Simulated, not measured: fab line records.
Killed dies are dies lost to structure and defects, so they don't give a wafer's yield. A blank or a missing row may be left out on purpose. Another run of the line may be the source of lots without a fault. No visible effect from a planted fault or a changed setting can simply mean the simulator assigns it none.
fab line records ; flow nand_harc
record lots=13; wafers=39; last_day=24
route steps=1159 shown P_BONDPAD@368 A_ONON_D1@426 END@1159
lots with no fault: from the same line, run without faults
start_h: hours from the record's first day to the start of the lot's first wafer shown ; wait_h: how many hours have passed since the lot's step before this one ; " the same as in the row above ; L1.1+2: a row that stands for several wafers ; - no value present, or no start provided ; * or withheld: withheld ; < > ~ a bound
route shown NAME@n: NAME is a module with steps in the file, n the number in the route of the first one ; usual: mean/standard deviation taken from wafers without a fault ; same: alike in all rows ; chamber/n: place in a boat ; sites: per-site readings ; _std_site: standard deviation across them ; _edge_site: the outer-site mean with the inner-site mean subtracted ; radius_mm: how far each site lies from the wafer's centre ; mask NAME#n: copy n ; behind: the tool/chamber that last shaped the wafer ; hold: the reason the lot was held/the length of the hold in hours/how it ended ; device: names the non-switching transistor (n, p or np) ; end of line: at the end of the route, the tests of the same wafers ; a step with no rows: only its recipe ; killed: not the wafer's yield, but the dies lost to structure and defects at the first sort ; map: a wafer's dies, x killed, . not, _ none there
set.NAME: the setting the step ran with; set.NAME@STEP: the setting that earlier step ran with ; model.NAME: the simulator's own value behind a step, which no gauge read
a sample of lots followed through the steps of the route, with each step as a table and each wafer as a row
services: when a tool's chamber went out of use (start_h, in hours from the record's first day, below 0 if earlier), for how many hours, and the reason
## steps
# step NHARC_P_BONDPAD_ETCH_37
# recipe target_depth_a=600; overetch_a=180; time_s=65.91; ion_energy_ev=200; n2_flow_sccm=150; h2_flow_sccm=150; ar_flow_sccm=0; rf_w=400; bias_w=150; chemistry=N2/H2
# usual chamber_pressure_mTorr=29.999/0.028; drypump_motor_current_A=5.5/0.42; oes_product_au=0.997/0.0081; rf_vpp_V=431/3.1; showerhead_plenum_p_Torr=2.07/0.11; throttle_valve_pct=14.173/0.0087
lot.wafer;tool;chamber;start_h;wait_h;chamber_pressure_mTorr;drypump_motor_current_A;oes_product_au;rf_hours_counter_h;rf_vpp_V;showerhead_plenum_p_Torr;throttle_valve_pct
L421.2;rie_diel-05;1;134.32;0.1;29.988;5.4;0.997;12;429;1.96;14.158
L421.1;rie_diel-05;2;134.32;0.1;30.068;6.3;1.009;13;433;2.16;14.179
L421.5;rie_diel-05;2;134.32;0.1;30.023;6.3;1.010;-;435;2.16;14.177
L420.1;rie_diel-05;2;134.90;0.1;29.984;6.3;0.997;13;433;2.16;14.175
L420.4;rie_diel-05;3;134.90;0.1;30.022;5.6;0.990;13;425;1.90;14.162
L420.6;rie_diel-05;0;134.90;0.1;29.959;5.3;0.982;-;431;2.05;14.182
L422.1;rie_diel-07;3;147.05;0.2;29.924;5.5;1.023;32;431;2.06;14.176
L422.4;rie_diel-07;0;147.05;0.2;29.988;5.7;1.009;-;434;2.14;14.159
L422.6;rie_diel-07;3;147.05;0.2;30.003;5.5;1.010;-;431;2.06;14.169
L423.2;rie_diel-05;1;147.51;0.2;30.086;5.5;1.000;14;429;1.96;14.188
L423.1;rie_diel-05;2;147.51;0.2;29.976;6.3;0.991;15;434;2.16;14.164
L423.6;rie_diel-05;2;147.51;0.2;30.026;6.2;1.008;-;435;2.16;14.179
L427.2;rie_diel-07;0;171.79;0.9;29.977;5.7;0.997;43;435;2.14;14.168
L427.1;rie_diel-07;3;171.79;0.9;29.991;5.4;1.001;44;431;2.06;14.168
L427.6;rie_diel-07;2;171.79;0.9;29.979;5.6;0.998;-;433;2.12;14.182
L429.1;rie_diel-05;3;181.87;0.1;29.985;5.6;0.986;0;426;1.89;14.177
L429.3;rie_diel-05;0;181.87;0.1;30.001;5.3;0.987;0;432;2.05;14.190
L429.5;rie_diel-05;0;181.87;0.1;29.999;5.3;0.991;-;431;2.05;14.176
L430.3;rie_diel-06;2;184.42;1.5;30.013;5.3;1.008;39;436;2.20;14.164
L430.6;rie_diel-06;3;184.42;1.5;29.966;4.8;0.994;-;435;2.20;14.165
L430.5;rie_diel-06;0;184.42;1.5;29.995;5.0;1.006;-;434;2.17;14.162
L433.2;rie_diel-05;0;207.39;0.1;29.991;5.3;0.984;4;431;2.05;14.187
L433.1;rie_diel-05;2;207.39;0.1;30.019;6.3;0.993;4;434;2.16;14.181
L433.4;rie_diel-05;3;207.39;0.1;30.018;5.7;0.988;-;427;1.89;14.182
L432.2;rie_diel-05;2;208.44;0.1;30.010;6.3;0.994;4;433;2.16;14.170
L432.1;rie_diel-05;0;208.44;0.1;30.002;5.3;0.989;5;431;2.05;14.189
L432.4;rie_diel-05;0;208.44;0.1;30.021;5.3;0.982;-;431;2.05;14.166
L431.1;rie_diel-06;3;208.68;0.1;30.008;4.8;0.994;46;434;2.20;14.185
L431.3;rie_diel-06;2;208.68;0.1;29.972;5.3;1.005;47;434;2.20;14.189
L431.5;rie_diel-06;3;208.68;0.1;30.045;4.8;0.983;-;436;2.20;14.170
L441.2;rie_diel-05;2;258.24;0.1;30.041;6.2;0.993;8;433;2.16;14.162
L441.1;rie_diel-05;3;258.24;0.1;29.984;5.6;1.002;9;427;1.89;14.165
L441.3;rie_diel-05;0;258.24;0.1;30.025;5.3;0.990;10;431;2.05;14.182
L442.3;rie_diel-05;0;259.70;0.1;30.020;5.3;0.988;10;431;2.05;14.185
L442.4;rie_diel-05;2;259.70;0.1;29.982;6.3;0.995;9;433;2.16;14.179
L442.1;rie_diel-05;3;259.70;0.1;30.009;5.7;0.999;9;427;1.89;14.168
L443.1;rie_diel-06;1;268.28;0.1;30.015;5.2;1.003;6;431;2.06;14.181
L443.4;rie_diel-06;2;268.28;0.1;30.016;5.3;0.995;6;436;2.19;14.166
L443.5;rie_diel-06;2;268.28;0.1;29.965;5.3;1.004;-;435;2.19;14.172
# step NHARC_P_BONDPAD_ETCH_12
# recipe target_depth_a=2000; time_s=100; chf3_flow_sccm=50; o2_flow_sccm=10; ar_flow_sccm=200; rf_w=500; bias_w=200; chemistry=CHF3/O2
# usual chamber_pressure_mTorr=25.000/0.024; drypump_motor_current_A=5.5/0.43; oes_product_au=0.945/0.021; rf_vpp_V=371.3/2.7; showerhead_plenum_p_Torr=2.43/0.12; throttle_valve_pct=20.573/0.0087
lot.wafer;tool;chamber;start_h;wait_h;chamber_pressure_mTorr;drypump_motor_current_A;oes_product_au;rf_hours_counter_h;rf_vpp_V;showerhead_plenum_p_Torr;throttle_valve_pct
L421.1;rie_diel-05;1;-;-;25.011;5.4;0.926;12;369.5;2.32;20.559
L421.2;rie_diel-05;2;-;-;25.019;6.2;0.915;13;371.7;2.54;20.577
L421.5;rie_diel-05;0;-;-;24.961;5.3;0.909;-;373.1;2.41;20.571
L420.1;rie_diel-05;0;-;-;24.988;5.3;0.980;13;371.8;2.41;20.583
L420.4;rie_diel-05;1;-;-;24.994;5.4;0.975;12;368.8;2.32;20.586
L420.6;rie_diel-05;3;-;-;25.010;5.6;0.950;-;366.4;2.24;20.564
L422.1;rie_diel-07;3;-;-;25.013;5.5;0.952;32;370.7;2.43;20.576
L422.4;rie_diel-07;0;-;-;25.026;5.7;0.942;-;371.9;2.51;20.566
L422.6;rie_diel-07;2;-;-;24.982;5.6;0.941;-;373.6;2.49;20.578
L423.2;rie_diel-05;1;-;-;24.983;5.4;0.940;14;367.8;2.32;20.575
L423.1;rie_diel-05;2;-;-;25.004;6.2;0.946;16;372.3;2.54;20.574
L423.6;rie_diel-05;2;-;-;25.017;6.3;0.935;-;372.9;2.54;20.586
L427.1;rie_diel-07;3;-;-;25.013;5.4;0.929;44;371.8;2.42;20.573
L427.2;rie_diel-07;0;-;-;24.985;5.7;0.934;43;374.0;2.51;20.582
L427.6;rie_diel-07;3;-;-;24.992;5.4;0.934;-;372.2;2.42;20.566
L429.3;rie_diel-05;1;-;-;25.004;5.4;0.946;1;369.1;2.32;20.576
L429.1;rie_diel-05;2;-;-;24.976;6.3;0.967;1;374.1;2.53;20.567
L429.5;rie_diel-05;2;-;-;24.989;6.3;0.963;-;374.2;2.53;20.554
L430.3;rie_diel-06;2;-;-;24.987;5.3;0.935;39;374.9;2.58;20.580
L430.6;rie_diel-06;2;-;-;25.076;5.3;0.933;-;374.1;2.58;20.576
L430.5;rie_diel-06;3;-;-;24.996;4.7;0.932;-;374.8;2.58;20.551
L433.2;rie_diel-05;3;-;-;25.038;5.6;0.926;5;365.9;2.24;20.581
L433.1;rie_diel-05;2;-;-;25.015;6.3;0.921;4;373.0;2.53;20.567
L433.4;rie_diel-05;3;-;-;24.987;5.6;0.926;-;367.0;2.24;20.576
L432.2;rie_diel-05;2;-;-;25.019;6.3;0.951;4;374.3;2.53;20.565
L432.1;rie_diel-05;3;-;-;24.990;5.7;0.960;5;366.4;2.24;20.566
L432.4;rie_diel-05;0;-;-;24.981;5.3;0.951;-;370.5;2.41;20.573
L431.3;rie_diel-06;3;-;-;24.995;4.8;0.948;47;372.8;2.58;20.570
L431.1;rie_diel-06;0;-;-;25.003;5.0;0.969;48;373.8;2.54;20.563
L431.5;rie_diel-06;2;-;-;24.989;5.3;0.949;-;373.9;2.58;20.572
L441.3;rie_diel-05;2;-;-;25.006;6.3;0.955;9;373.4;2.53;20.571
L441.1;rie_diel-05;3;-;-;25.003;5.6;0.972;9;367.1;2.24;20.576
L441.2;rie_diel-05;0;-;-;24.981;5.3;0.974;10;368.8;2.41;20.573
L442.3;rie_diel-05;0;-;-;24.992;5.3;0.915;10;370.5;2.41;20.571
L442.4;rie_diel-05;1;-;-;24.999;5.4;0.923;8;367.5;2.32;20.555
L442.1;rie_diel-05;2;-;-;24.948;6.2;0.926;9;374.2;2.53;20.576
L443.1;rie_diel-06;0;-;-;24.979;5.0;0.971;6;374.5;2.53;20.557
L443.4;rie_diel-06;3;-;-;25.018;4.7;0.966;6;373.5;2.57;20.587
L443.5;rie_diel-06;1;-;-;25.028;5.3;0.967;-;372.1;2.42;20.566
# step NHARC_A_ONON_D1_DEP_03
# recipe target_thk_a=10000; n2_flow_sccm=2750; n2o_flow_sccm=2000; nh3_flow_sccm=500; sih4_flow_sccm=210; temp_c=400
lot.wafer;tool;chamber;start_h;wait_h
L421.1+2+5;pecvd_onon-02;0;161.61;0.2
L420.1+4+6;pecvd_onon-04;0;161.83;0.1
L422.1+4+6;pecvd_onon-04;0;174.26;0.1
L423.1+2+6;pecvd_onon-03;0;174.26;0.1
L427.1+2+6;pecvd_onon-03;0;199.35;0.1
L429.1+3+5;pecvd_onon-02;0;205.54;0.1
L430.3+5+6;pecvd_onon-04;0;211.71;0.2
L433.1+2+4;pecvd_onon-03;0;234.59;0.1
L431.1+3+5;pecvd_onon-04;0;234.59;0.1
L432.1+2+4;pecvd_onon-02;0;234.59;0.1
L441.1+2+3;pecvd_onon-02;0;284.20;0.1
L442.1+3+4;pecvd_onon-04;0;284.20;0.1
L443.1+4+5;pecvd_onon-04;0;296.49;0.5
# step NHARC_A_ONON_D1_THK_MEAS_05
# recipe thk_meas_gauge=ellipsometry
# usual thk_nm=998/8.9
lot.wafer;tool;chamber;start_h;wait_h;thk_nm
L421.1;film_metro-01;-;162.12;-;998
L421.2;film_metro-01;-;162.12;-;1000
L421.5;film_metro-01;-;162.12;-;998
L420.1;film_metro-01;-;162.33;-;994
L420.4;film_metro-01;-;162.33;-;994
L420.6;film_metro-01;-;162.33;-;994
L422.1;film_metro-02;-;174.76;-;980
L422.4;film_metro-02;-;174.76;-;980
L422.6;film_metro-02;-;174.76;-;982
L423.1;film_metro-01;-;174.78;-;1014
L423.2;film_metro-01;-;174.78;-;1013
L423.6;film_metro-01;-;174.78;-;1013
L427.1;film_metro-02;-;199.87;-;1006
L427.2;film_metro-02;-;199.87;-;1004
L427.6;film_metro-02;-;199.87;-;1005
L429.1;film_metro-01;-;206.05;-;983
L429.3;film_metro-01;-;206.05;-;983
L429.5;film_metro-01;-;206.05;-;983
L430.3;film_metro-01;-;212.11;-;994
L430.5;film_metro-01;-;212.11;-;995
L430.6;film_metro-01;-;212.11;-;994
L431.1;film_metro-02;-;235.10;-;1004
L431.3;film_metro-02;-;235.10;-;1005
L431.5;film_metro-02;-;235.10;-;1004
L433.1;film_metro-01;-;235.10;-;1000
L433.2;film_metro-01;-;235.10;-;1002
L433.4;film_metro-01;-;235.10;-;1000
L432.1;film_metro-02;-;235.11;-;1002
L432.2;film_metro-02;-;235.11;-;1002
L432.4;film_metro-02;-;235.11;-;1003
L442.1;film_metro-01;-;284.71;-;671
L442.3;film_metro-01;-;284.71;-;997
L442.4;film_metro-01;-;284.71;-;671
L441.1;film_metro-02;-;284.72;-;1008
L441.2;film_metro-02;-;284.72;-;1009
L441.3;film_metro-02;-;284.72;-;1008
L443.1;film_metro-01;-;297.00;-;682
L443.4;film_metro-01;-;297.00;-;685
L443.5;film_metro-01;-;297.00;-;1008
# step NHARC_END_SORT_01
# recipe temp_c=25
# usual killed_at_array=26/9.6; killed_at_other=0.7/0.92; killed_at_periphery=3.8/2.7; killed_dies=31/10; killed_open=3.3/1.7; killed_short=1.8/1.3
# same gross_dies=677
lot.wafer;tool;chamber;start_h;wait_h;killed_at_array;killed_at_other;killed_at_periphery;killed_dies;killed_open;killed_short
L442.1;prober-01;0;552.50;2.5;672;1;4;677;3;2
L442.3;prober-01;0;554.11;3.1;24;3;4;31;3;2
L442.4;prober-01;0;554.92;3.4;672;0;5;677;5;0
L443.1;prober-02;0;575.22;2.5;675;0;2;677;3;2
L443.4;prober-02;0;577.63;3.4;673;0;4;677;5;2
L443.5;prober-02;0;578.43;3.7;28;0;4;32;4;2
# killed by level:class
L442.1 A_ONON_D1:area_dep=646 A_CONTACT:chamber_film_flake=8 A_SLIT:chamber_film_flake=7 A_CHANNEL_HOLE_D1:chamber_film_flake=4 A_STAIRCASE:chamber_film_flake=4 P_M0:geometric_particle:open=2 A_ONON_D1:geometric_particle:short=2 A_WL_FILL:geometric_particle:open=1
L442.3 A_SLIT:chamber_film_flake=7 A_STAIRCASE:chamber_film_flake=4 A_CONTACT:chamber_film_flake=4 P_GATE:chamber_film_flake=3 A_CHANNEL_HOLE_D1:chamber_film_flake=3 THIN_TSV:chamber_film_flake=3 A_WL_FILL:geometric_particle:short=2 A_WL_FILL:chamber_film_flake=2
L442.4 A_ONON_D1:area_dep=645 A_SLIT:chamber_film_flake=12 A_CHANNEL_HOLE_D1:chamber_film_flake=4 A_CONTACT:chamber_film_flake=4 P_STI:chamber_film_flake=2 P_GATE:chamber_film_flake=2 P_CONTACT:geometric_particle:open=1 A_SOURCE_PLATE:geometric_particle:open=1
L443.1 A_ONON_D1:area_dep=637 A_SLIT:chamber_film_flake=15 A_CHANNEL_HOLE_D1:chamber_film_flake=9 A_BLC:chamber_film_flake=5 A_STAIRCASE:chamber_film_flake=3 A_ONON_D1:geometric_particle:short=1 A_CONTACT:geometric_particle:open=1 A_BLC:geometric_particle:short=1
L443.4 A_ONON_D1:area_dep=642 A_SLIT:chamber_film_flake=12 A_CHANNEL_HOLE_D1:chamber_film_flake=6 A_CONTACT:chamber_film_flake=4 A_STAIRCASE:chamber_film_flake=2 A_BLC:chamber_film_flake=2 P_STI:geometric_particle:open=1 P_M2:geometric_particle:open=1
L443.5 A_SLIT:chamber_film_flake=7 A_BLC:chamber_film_flake=6 A_CHANNEL_HOLE_D1:chamber_film_flake=4 P_STI:chamber_film_flake=3 A_STAIRCASE:chamber_film_flake=3 A_BLC:geometric_particle:open=2 A_CONTACT:chamber_film_flake=2 A_ONON_D1:geometric_particle:open=1
## services
tool;chamber;start_h;hours;kind
pecvd_onon-02;-;111.03;13.0;pm
rie_diel-05;0;118.16;-;clean
rie_diel-05;1;118.16;-;clean
rie_diel-05;2;118.16;-;clean
rie_diel-05;3;118.16;-;clean
rie_diel-07;1;129.31;103.2;repair
rie_diel-05;0;137.20;12.3;repair
rie_diel-05;1;142.84;-;clean
rie_diel-05;2;142.84;-;clean
rie_diel-05;3;148.56;6.0;repair
pecvd_onon-03;-;153.04;13.0;pm
rie_diel-05;-;163.60;9.0;pm
rie_diel-06;-;165.24;0.6;repair
rie_diel-05;2;182.64;6.3;repair
rie_diel-07;-;196.24;11.1;repair
rie_diel-05;1;199.10;10.0;repair
rie_diel-06;-;199.66;3.1;repair
rie_diel-07;3;217.21;9.3;repair
rie_diel-07;-;228.36;9.0;pm
pecvd_onon-04;-;237.00;13.0;pm
rie_diel-06;-;241.85;9.0;pm
rie_diel-07;0;271.98;11.8;repair
rie_diel-06;0;284.88;9.7;repair
pecvd_onon-02;-;292.03;13.0;pm
## key
first_sign step=NHARC_A_ONON_D1_THK_MEAS_05; reading=thk_nm; direction=down; sigmas=36; usual=998; struck=677
effect step=NHARC_END_SORT_01; reading=killed_at_array; direction=up; sigmas=67; usual=26; struck=673
more_kills_born_at NHARC_A_ONON_D1_DEP_03@pecvd_onon-04=2570
met_at NHARC_A_ONON_D1_DEP_03
struck_lots L442,L443
struck_wafers L442.1,L442.4,L443.1,L443.4
later_rows_left_out L442.1,L442.4,L443.1,L443.4
tester_left_out L442,L443
not_acting_at NHARC_P_BONDPAD_ETCH_37,NHARC_P_BONDPAD_ETCH_12
onset_between 234.59 284.20
fault kind=process_parameter_drift; tool=pecvd_onon-04; chamber=-; onset_h=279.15; steps=NHARC_A_ONON_D1_DEP_03; channel=target_thk_a; offset=*; shape=step; end_h=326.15; scope=struck_wafers_only; acts_in=*; stated=*
# tester_left_out: of these lots the tester's yield and bins aren't shown, on N5 and GAA mostly nor the transistor test; their killed dies are dies lost to structure and defects alone, not to doping, threshold or leakage, so they don't give the yield
# later_rows_left_out: the simulator's readings of these wafers behind a module that went badly wrong aren't trusted and aren't shown, but for the sort
